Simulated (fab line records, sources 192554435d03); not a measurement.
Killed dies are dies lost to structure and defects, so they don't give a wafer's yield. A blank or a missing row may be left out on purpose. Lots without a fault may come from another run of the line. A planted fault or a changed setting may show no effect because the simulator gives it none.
fab line records | flow n5_finfet | part 1 of 2: steps 1 to 3 of 6
record lots=24 wafers=72 last_day=17
route steps=1938 shown SDB@347 DUMMY_REMOVAL@377 HKMG_FIN@388
lots that met no fault: from a run of the same line without faults
start_h: hours from the record's first day to the start of the lot's first wafer shown | wait_h: hours since the lot's step before | " the same as in the row above | L1.1+2: a row that stands for several wafers | - no value, or no start given | * or withheld: withheld | < > ~ a bound
route shown NAME@n: a module of which the file shows steps, and the number in the route of the first | usual: mean/standard deviation of fault-free wafers | same: alike in all rows | chamber/n: place in a boat | sites: the reading at each site | _std_site: their standard deviation | _edge_site: outer sites' mean less inner sites' | radius_mm: how far each site lies from the wafer's centre | mask NAME#n: copy n | behind: the tool/chamber that last shaped the wafer | hold: why the lot was held/for how many hours/how that ended | device: the transistor (n, p or np) that didn't switch | end of line: the same wafers' tests at the end of the route | a step without rows: its recipe alone | killed: dies lost to structure and defects at the first sort, not the wafer's yield | map: a wafer's dies, x killed, . not, _ none there
set.NAME: the setting as run; set.NAME@STEP: as run at that earlier step | model.NAME: the simulator's own value behind a step, which no gauge read
steps of the route over a sample of lots; a table a step, a row a wafer
services: from which hour (start_h, from the record's first day; less than 0 if before it) a tool's chamber was out of use, for how many hours, and why
## steps
# step N5_SDB_HM_DEP_00
# recipe material=SiNx target_thk_a=400 temp_c=400 precursor=SiH4/NH3/N2 pressure_torr=1.5 rf_w=300 time_s=35.3
# usual heater_power_w=743/94 showerhead_plenum_p_Torr=5.14/0.06 throttle_valve_pct=40.1/1.9
# columns lot.wafer tool chamber start_h wait_h heater_power_w showerhead_plenum_p_Torr throttle_valve_pct
L074.1 pecvd-02 2 67.82 0.0 643 5.15 38.5
L074.3 " 1 " " 731 5.14 42.7
L074.5 " 2 " " 621 5.14 38.6
L075.2 pecvd-03 0 72.75 0.0 864 5.25 40.6
L075.4 " 0 " " 850 5.23 40.2
L075.5 " 1 " " 838 5.08 38.0
L076.1 pecvd-02 2 78.63 0.0 539 5.13 38.5
L076.2 " 1 " " 746 5.16 42.7
L076.3 " 0 " " 792 5.16 41.7
L077.1 pecvd-02 2 83.26 0.0 654 5.15 38.5
L077.2 " 1 " " 753 5.15 42.5
L077.4 " 0 " " 795 5.14 41.6
L078.1 pecvd-01 0 88.89 0.0 856 5.21 40.4
L078.5 " 1 " " 598 4.97 36.9
L078.6 " 2 " " 750 5.16 37.9
L079.2 pecvd-01 2 96.99 0.0 648 5.17 38.4
L079.3 " 0 " " 894 5.20 40.3
L079.5 " 2 " " 672 5.15 38.0
L080.2 pecvd-01 2 102.02 0.0 704 5.17 38.1
L080.3 " 0 " " 765 5.22 40.4
L080.6 " 2 " " 697 5.15 38.1
L081.1 pecvd-02 2 110.92 0.0 606 5.14 38.9
L081.3 " 1 " " 805 5.16 42.7
L081.6 " 0 " " 813 5.14 41.6
L082.1 pecvd-03 1 114.14 0.0 845 5.08 38.3
L082.3 " 0 " " 829 5.24 40.7
L082.6 " 2 " " 911 5.16 39.4
L083.3 pecvd-02 2 121.56 0.0 561 5.13 38.9
L083.4 " 1 " " 723 5.16 42.6
L083.6 " 0 " " 798 5.16 41.7
L084.1 pecvd-02 2 125.18 0.0 630 5.13 39.3
L084.5 " 1 " " 774 5.15 42.8
L084.6 " 2 " " 620 5.14 38.9
L085.1 pecvd-03 2 132.55 0.0 899 5.16 39.2
L085.4 " 1 " " 797 5.09 38.2
L085.6 " 2 " " 915 5.16 38.9
L086.1 pecvd-02 1 140.87 0.0 789 5.16 42.9
L086.4 " 0 " " 825 5.14 41.8
L086.5 " 1 " " 766 5.16 42.8
L087.1 pecvd-02 0 145.34 0.0 778 5.13 41.8
L087.3 " 2 " " 618 5.14 39.2
L087.5 " 0 " " 760 5.14 41.8
L088.1 pecvd-02 0 150.39 0.0 737 5.15 41.4
L088.2 " 2 " " 581 5.14 39.1
L088.4 " 2 " " 579 5.15 39.1
L089.1 pecvd-03 1 155.98 0.0 836 5.07 38.0
L089.3 " 2 " " 810 5.16 38.9
L089.6 " 2 " " 822 5.18 39.2
L090.1 pecvd-01 1 160.99 0.0 653 4.98 36.9
L090.4 " 0 " " 906 5.21 40.5
L090.6 " 1 " " 668 4.98 36.6
L091.4 pecvd-02 0 168.92 0.1 809 5.15 41.7
L091.5 " 1 " " 680 5.16 42.7
L091.6 " 2 " " 621 5.13 39.1
L092.1 pecvd-03 0 172.56 0.0 784 5.24 41.0
L092.2 " 2 " " 921 5.16 38.8
L092.4 " 1 " " 812 5.08 38.0
L093.1 pecvd-02 1 179.19 0.0 785 5.17 42.4
L093.4 " 2 " " 640 5.14 39.6
L093.5 " 1 " " 786 5.16 42.9
L094.4 pecvd-01 1 185.10 0.1 610 4.97 36.8
L094.5 " 2 " " 690 5.17 38.6
L094.6 " 0 " " 870 5.21 40.8
L095.1 pecvd-02 2 190.05 0.0 542 5.15 39.4
L095.3 " 1 " " 730 5.16 42.6
L095.6 " 2 " " 544 5.14 39.4
L096.1 pecvd-02 0 196.58 0.0 780 5.15 41.9
L096.5 " 0 " " 758 5.14 41.6
L096.6 " 2 " " 642 5.14 39.6
L097.1 pecvd-03 0 202.57 0.0 804 5.24 41.2
L097.2 " 1 " " 750 5.08 38.0
L097.6 " 1 " " 779 5.08 38.4
# step N5_SDB_CD_MEAS_11
# recipe target_cd_nm=50 landing_energy_ev=500 detector=se_inlens polarity=opening
# usual cd_nm=49.6/1
# same landing_energy_ev=500
# columns lot.wafer tool chamber start_h wait_h cd_nm
L074.1 cd_sem-02 0 68.15 - 52.3
L074.3 " 0 " " 50.6
L074.5 " 0 " " 49.4
L075.2 cd_sem-02 0 73.08 - 47.5
L075.4 " 0 " " 49.7
L075.5 " 0 " " 48.5
L076.1 cd_sem-01 0 79.08 - 48.0
L076.2 " 0 " " 49.2
L076.3 " 0 " " 48.9
L077.1 cd_sem-03 0 83.71 - 51.1
L077.2 " 0 " " 52.1
L077.4 " 0 " " 51.0
L078.1 cd_sem-01 0 89.34 - 50.5
L078.5 " 0 " " 49.9
L078.6 " 0 " " 49.7
L079.2 cd_sem-02 0 97.32 - 48.4
L079.3 " 0 " " 49.4
L079.5 " 0 " " 49.1
L080.2 cd_sem-02 0 102.47 - 51.3
L080.3 " 0 " " 49.9
L080.6 " 0 " " 50.0
L081.1 cd_sem-03 0 111.24 - 50.7
L081.3 " 0 " " 49.2
L081.6 " 0 " " 50.9
L082.1 cd_sem-01 0 114.59 - 49.7
L082.3 " 0 " " 50.0
L082.6 " 0 " " 49.9
L083.3 cd_sem-03 0 122.01 - 47.1
L083.4 " 0 " " 48.1
L083.6 " 0 " " 48.6
L084.1 cd_sem-01 0 125.51 - 51.1
L084.5 " 0 " " 50.8
L084.6 " 0 " " 50.7
L085.1 cd_sem-01 0 132.87 - 50.2
L085.4 " 0 " " 48.3
L085.6 " 0 " " 49.3
L086.1 cd_sem-02 0 141.32 - 51.6
L086.4 " 0 " " 50.8
L086.5 " 0 " " 49.4
L087.1 cd_sem-03 0 145.79 - 49.5
L087.3 " 0 " " 48.3
L087.5 " 0 " " 48.7
L088.1 cd_sem-01 0 150.84 - 49.2
L088.2 " 0 " " 48.5
L088.4 " 0 " " 49.1
L089.1 cd_sem-02 0 156.31 - 47.7
L089.3 " 0 " " 48.2
L089.6 " 0 " " 49.5
L090.1 cd_sem-01 0 161.44 - 50.3
L090.4 " 0 " " 50.3
L090.6 " 0 " " 49.3
L091.4 cd_sem-02 0 169.35 - 51.3
L091.5 " 0 " " 49.7
L091.6 " 0 " " 49.9
L092.1 cd_sem-03 0 173.01 - 48.8
L092.2 " 0 " " 48.8
L092.4 " 0 " " 48.8
L093.1 cd_sem-01 0 179.52 - 49.4
L093.4 " 0 " " 51.5
L093.5 " 0 " " 49.0
L094.4 cd_sem-02 0 185.52 - 47.8
L094.5 " 0 " " 49.8
L094.6 " 0 " " 48.9
L095.1 cd_sem-01 0 190.50 - 48.4
L095.3 " 0 " " 49.1
L095.6 " 0 " " 48.9
L096.1 cd_sem-03 0 197.03 - 48.1
L096.5 " 0 " " 50.9
L096.6 " 0 " " 49.3
L097.1 cd_sem-03 0 202.92 - 49.2
L097.2 " 0 " " 49.9
L097.6 " 0 " " 48.8
# step N5_DUMMY_REMOVAL_HM_STRIP_01
# recipe chemistry=CH3F/O2 material=SiNx target_depth_a=40 stop_on=poly-Si time_s=6.8 over_etch_frac=0.3 ion_energy_ev=60 power_w=410 bias_w=29 Ar_flow_sccm=150 CH3F_flow_sccm=30 O2_flow_sccm=20
# usual O2_flow_sccm=20.00/0.061 chamber_pressure_mTorr=30.00/0.044 drypump_motor_current_A=5.9/0.37 mfc_ar_sccm=150.0/0.49 oes_product_au=0.64/0.06 rf_vpp_V=127.6/1.1 showerhead_plenum_p_Torr=2.03/0.069 throttle_valve_pct=16.35/0.22
# columns lot.wafer tool chamber start_h wait_h O2_flow_sccm chamber_pressure_mTorr drypump_motor_current_A mfc_ar_sccm oes_product_au rf_hours_counter_h rf_vpp_V showerhead_plenum_p_Torr throttle_valve_pct
L074.1 rie_diel-01 2 73.08 0.0 19.87 30.00 5.6 149.9 0.63 157 130.1 2.09 16.32
L074.3 " 0 " " 20.03 29.98 5.1 150.1 0.79 2 128.7 1.96 16.19
L074.5 " 1 " " 19.98 29.91 5.9 149.8 0.58 - 127.6 1.98 16.90
L075.2 rie_diel-02 3 77.37 0.1 19.92 29.98 5.6 149.5 0.57 209 127.6 2.05 16.46
L075.4 " 3 " " 19.88 29.97 5.6 149.5 0.57 - 126.7 2.05 16.46
L075.5 " 0 " " 19.94 30.02 5.6 149.6 0.60 - 126.8 1.92 16.23
L076.1 rie_diel-06 3 83.63 0.0 20.13 29.99 6.5 149.8 0.60 175 127.7 2.06 16.34
L076.2 " 2 " " 20.06 30.02 5.9 150.2 0.66 72 128.4 2.12 16.35
L076.3 " 1 " " 20.00 29.98 6.0 149.6 0.62 119 129.5 2.10 16.31
L077.1 rie_diel-06 2 88.54 0.0 19.97 30.04 5.9 149.8 0.65 73 128.9 2.12 16.35
L077.2 " 3 " " 20.09 29.97 6.4 150.3 0.60 177 127.7 2.06 16.33
L077.4 " 0 " " 20.05 29.99 5.6 149.7 0.63 149 126.9 2.01 16.40
L078.1 rie_diel-06 3 93.90 0.0 20.05 29.99 6.5 150.3 0.60 178 127.4 2.06 16.32
L078.5 " 3 " " 20.19 30.01 6.4 150.7 0.60 - 128.0 2.06 16.34
L078.6 " 0 " " 19.98 30.01 5.6 150.0 0.63 - 128.5 2.01 16.41
L079.2 rie_diel-06 2 101.75 0.0 19.98 29.99 5.9 149.9 0.66 76 126.9 2.12 16.35
L079.3 " 0 " " 20.03 29.98 5.6 150.0 0.63 152 127.0 2.00 16.42
L079.5 " 3 " " 20.00 29.95 6.4 150.5 0.60 - 127.1 2.06 16.34
L080.2 rie_diel-06 2 106.62 0.1 20.03 30.01 5.9 150.7 0.66 78 128.0 2.12 16.35
L080.3 " 1 " " 20.06 30.01 6.0 150.2 0.61 125 128.0 2.10 16.33
L080.6 " 0 " " 20.01 30.00 5.6 150.1 0.62 - 128.1 2.00 16.41
L081.1 rie_diel-01 2 115.78 0.1 20.07 30.02 5.6 150.7 0.62 170 127.6 2.08 16.34
L081.3 " 0 " " 19.88 30.02 5.1 149.1 0.75 15 127.6 1.96 16.21
L081.6 " 2 " " 19.99 30.05 5.6 149.3 0.62 - 129.0 2.08 16.34
L082.1 rie_diel-01 0 118.56 0.0 19.96 29.98 5.1 150.7 0.74 16 127.7 1.96 16.20
L082.3 " 2 " " 19.95 30.00 5.6 150.1 0.61 171 129.2 2.08 16.34
L082.6 " 0 " " 19.91 29.97 5.1 149.9 0.75 - 125.5 1.96 16.21
L083.3 rie_diel-01 2 126.42 0.0 20.00 29.99 5.6 150.0 0.61 173 128.5 2.08 16.35
L083.4 " 0 " " 19.93 29.97 5.1 149.9 0.76 18 125.8 1.96 16.23
L083.6 " 3 " " 20.01 29.98 6.2 150.1 0.69 - 127.6 2.12 16.20
L084.1 rie_diel-02 1 129.89 0.1 20.08 30.02 6.3 149.0 0.79 4 127.4 1.98 16.11
L084.5 " 2 " " 19.98 29.96 5.9 149.8 0.69 - 126.3 1.94 16.02
L084.6 " 1 " " 20.05 30.02 6.3 149.5 0.79 - 126.5 1.98 16.11
L085.1 rie_diel-06 0 136.88 0.0 19.99 29.95 5.6 151.0 0.62 162 125.2 2.00 16.42
L085.4 " 2 " " 19.96 29.98 5.9 149.8 0.64 87 127.9 2.11 16.37
L085.6 " 0 " " 19.94 30.02 5.6 150.2 0.62 - 127.6 2.00 16.42
L086.1 rie_diel-01 0 145.41 0.1 19.99 29.98 5.1 149.9 0.73 23 128.3 1.95 16.22
L086.4 " 2 " " 20.00 30.03 5.6 150.3 0.62 179 126.2 2.08 16.38
L086.5 " 2 " " 19.93 29.97 5.6 150.1 0.61 - 128.6 2.08 16.38
L087.1 rie_diel-01 2 150.11 0.0 20.05 30.04 5.6 150.9 0.61 181 127.9 2.08 16.35
L087.3 " 1 " " 19.95 30.04 5.9 149.8 0.57 233 128.0 1.97 16.94
L087.5 " 3 " " 20.08 29.98 6.2 150.0 0.68 - 129.1 2.12 16.22
L088.1 rie_diel-02 0 154.98 0.0 19.91 29.99 5.6 149.8 0.59 212 127.6 1.91 16.29
L088.2 " 2 " " 20.01 30.00 5.9 149.8 0.67 67 127.9 1.94 16.03
L088.4 " 3 " " 19.94 29.98 5.6 150.6 0.56 237 127.6 2.04 16.51
L089.1 rie_diel-01 0 160.45 0.1 20.04 30.01 5.1 150.1 0.73 27 125.2 1.95 16.23
L089.3 " 2 " " 19.96 30.01 5.6 149.9 0.61 183 127.4 2.08 16.37
L089.6 " 3 " " 20.08 30.05 6.2 149.8 0.67 - 130.1 2.12 16.21
L090.1 rie_diel-02 0 165.73 0.1 20.02 30.03 5.6 150.6 0.58 217 126.7 1.91 16.28
L090.4 " 2 " " 19.95 30.02 5.9 149.6 0.67 69 128.0 1.94 16.05
L090.6 " 3 " " 19.97 30.01 5.6 150.0 0.56 - 128.2 2.04 16.53
L091.4 rie_diel-06 3 173.36 0.1 20.10 30.42 6.4 150.0 0.58 201 128.0 2.05 16.37
L091.5 " 2 " " 19.96 30.02 5.8 149.9 0.64 - 128.7 2.11 16.39
L091.6 " 3 " " 20.04 29.96 6.4 150.3 0.57 - 128.7 2.05 16.38
L092.1 rie_diel-01 0 177.93 0.0 19.98 29.95 5.1 149.5 0.72 32 126.9 1.95 16.24
L092.2 " 3 " " 20.05 29.98 6.2 150.2 0.67 56 128.5 2.12 16.22
L092.4 " 2 " " 19.89 30.00 5.6 149.8 0.60 189 127.1 2.08 16.37
L093.1 rie_diel-01 0 183.83 0.0 19.98 30.00 5.1 150.8 0.72 34 126.9 1.95 16.26
L093.4 " 1 " " 20.02 30.06 5.9 150.0 0.56 242 127.3 1.97 16.96
L093.5 " 3 " " 19.95 30.01 6.2 149.7 0.67 - 128.7 2.12 16.23
L094.4 rie_diel-06 2 190.15 0.3 19.99 30.03 5.9 149.8 0.64 103 129.2 2.11 16.41
L094.5 " 1 " " 19.94 29.96 6.0 151.2 0.59 - 128.4 2.09 16.40
L094.6 " 2 " " 20.00 30.01 5.9 150.6 0.64 - 127.4 2.11 16.40
L095.1 rie_diel-02 1 194.91 0.0 20.02 30.01 6.3 150.8 0.74 25 126.8 1.97 16.14
L095.3 " 2 " " 20.03 30.00 5.9 150.1 0.66 78 126.4 1.94 16.06
L095.6 " 2 " " 20.06 30.07 6.0 150.1 0.66 - 127.4 1.94 16.06
L096.1 rie_diel-06 3 201.45 0.0 20.03 29.95 6.5 149.5 0.58 211 128.7 2.05 16.41
L096.5 " 0 " " 19.96 30.02 5.6 149.0 0.61 - 127.1 2.00 16.44
L096.6 " 3 " " 19.96 29.98 6.4 149.7 0.58 - 128.2 2.05 16.40
L097.1 rie_diel-02 1 207.82 0.0 19.99 30.01 6.4 149.1 0.74 29 126.6 1.97 16.17
L097.2 " 2 " " 20.02 30.00 5.9 149.1 0.66 82 126.9 1.93 16.06
L097.6 " 2 " " 20.02 29.97 5.9 149.3 0.66 - 124.7 1.93 16.07
